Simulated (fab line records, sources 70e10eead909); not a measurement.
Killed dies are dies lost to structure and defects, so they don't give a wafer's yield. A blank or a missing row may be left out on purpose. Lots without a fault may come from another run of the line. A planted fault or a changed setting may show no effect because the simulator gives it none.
A struck lot beside a sound one | flow nand_harc | 17 steps out of a route of 1159
Sound: wafers L993.4, L993.5, L993.6. Struck: wafer L999.1. (L999.2, L999.4 of the same lot were not struck and are left out.) The cause comes at the end.
At each step with rows: each side's tool, then ch and its chambers, then its first start. Under that, the readings that differ: sound wafers | struck wafers | difference of the means | sigmas: that difference in standard deviations of wafers without a fault.
alike: readings whose means differ by less than 2 such deviations, and words and numbers that are the same on both sides. not compared: withheld readings, readings that some wafer has no value for, bounds like >300 that may hide the same value, and numbers for which the record gives no deviation and whose values overlap.
The two part at a step that has a row with sigmas, a row that says differs or no value, or rows on one side only. Numbers that don't overlap but have no deviation are shown without sigmas and don't part them. A reading that every wafer of one side lacks parts them only if that side has two wafers or more.

NHARC_P_M2_INSPECT_11:
  sound on defect_inspect-02, day 7 01:09; struck on defect_inspect-01, day 8 10:16
  alike: raw_defect_count
then, 2 steps without rows for these wafers: NHARC_P_M2_DESCUM_14 (chemistry O2, time 3 s); NHARC_P_M2_ETCH_35 (etches the open film in N2/H2, target depth 40 nm, overetch 12 nm, time 43.94 s).
NHARC_P_M2_ETCH_15: etches the open film in C4F8/Ar, target depth 182.5 nm, time 91.2 s.
  sound on rie_diel-08 ch 0,3; struck on rie_diel-08 ch 1
  alike: oes_product_au, rf_vpp_V
  not compared: rf_hours_counter_h
NHARC_P_M2_CD_MEAS_16:
  sound on cd_sem-01, day 7 01:32; struck on cd_sem-01, day 8 10:38
  alike: cd_nm
NHARC_P_M2_STRIP_18: strips in N2/H2.
  sound on rie_diel-08 ch 0,1,3, day 7 01:39; struck on rie_diel-08 ch 2, day 8 10:43
  alike: drypump_motor_current_A, oes_product_au, rf_vpp_V, showerhead_plenum_p_Torr, throttle_valve_pct
  not compared: rf_hours_counter_h
then, 2 steps without rows for these wafers: NHARC_P_M2_ETCH_28 (etches the open film in CF4/N2, target depth 30 nm, time 72.99 s); NHARC_P_M2_STRIP_19 (strips in post etch residue remover, time 600 s).
NHARC_P_M2_DEGAS_29: time 60 s.
  sound on pvd_sputter-02, day 7 02:16; struck on pvd_sputter-02, day 8 11:21
  alike: heater_power_w
NHARC_P_M2_PRE_CLEAN_30: time 30 s.
  sound on pvd_sputter-02; struck on pvd_sputter-02
  alike: heater_power_w
NHARC_P_M2_PVD_20: deposits TaN, target thk 5 nm, time 8.06 s.
  sound on pvd_sputter-02; struck on pvd_sputter-02
  alike: cathode_dc_power_W, throttle_valve_pct
then, 1 step without rows for these wafers: NHARC_P_M2_PVD_21 (deposits Cu, target thk 30 nm, time 20.49 s).
NHARC_P_M2_ECD_22: material Cu, target thk 400 nm.
  sound on ecd_cu-01 ch 0,1, day 7 02:43; struck on ecd_cu-02 ch 0,1, day 8 11:43
then, 1 step without rows for these wafers: NHARC_P_M2_ANNEAL_31 (time 90 s).
NHARC_P_M2_CMP_23: polishes, t overpolish 20 s, target thk 144.3 nm.
  sound on cmp-04 ch 0,1,2, day 7 03:26; struck on cmp-02 ch 3, day 8 12:27
  reading                | sound          | struck | difference | sigmas
  motor_current_A (A)    | 11.9 11.6 11.7 | 14.9   | +3.2       | +3
  time_to_endpoint_s (s) | 30.0 30.3 31.1 | 14.2   | -16.3      | -7
NHARC_P_M2_THK_MEAS_24: measures by xrf.
  sound on film_metro-02, day 7 03:41; struck on film_metro-02, day 8 12:46
  alike: thk_nm
-- the record jumps here: 13 days lie between the struck wafers' starts before and after (it left off in module P_M2 and takes up again in module END, whose first step shown is number 1159 of the route) --
NHARC_END_SORT_01:
  the record has rows for the struck wafers here (prober-02 ch 0, day 21 06:06) and none for the sound ones

WHERE THEY PART
First at NHARC_P_M2_CMP_23; last, within this record, at NHARC_END_SORT_01.

WHY: what the simulator had put in
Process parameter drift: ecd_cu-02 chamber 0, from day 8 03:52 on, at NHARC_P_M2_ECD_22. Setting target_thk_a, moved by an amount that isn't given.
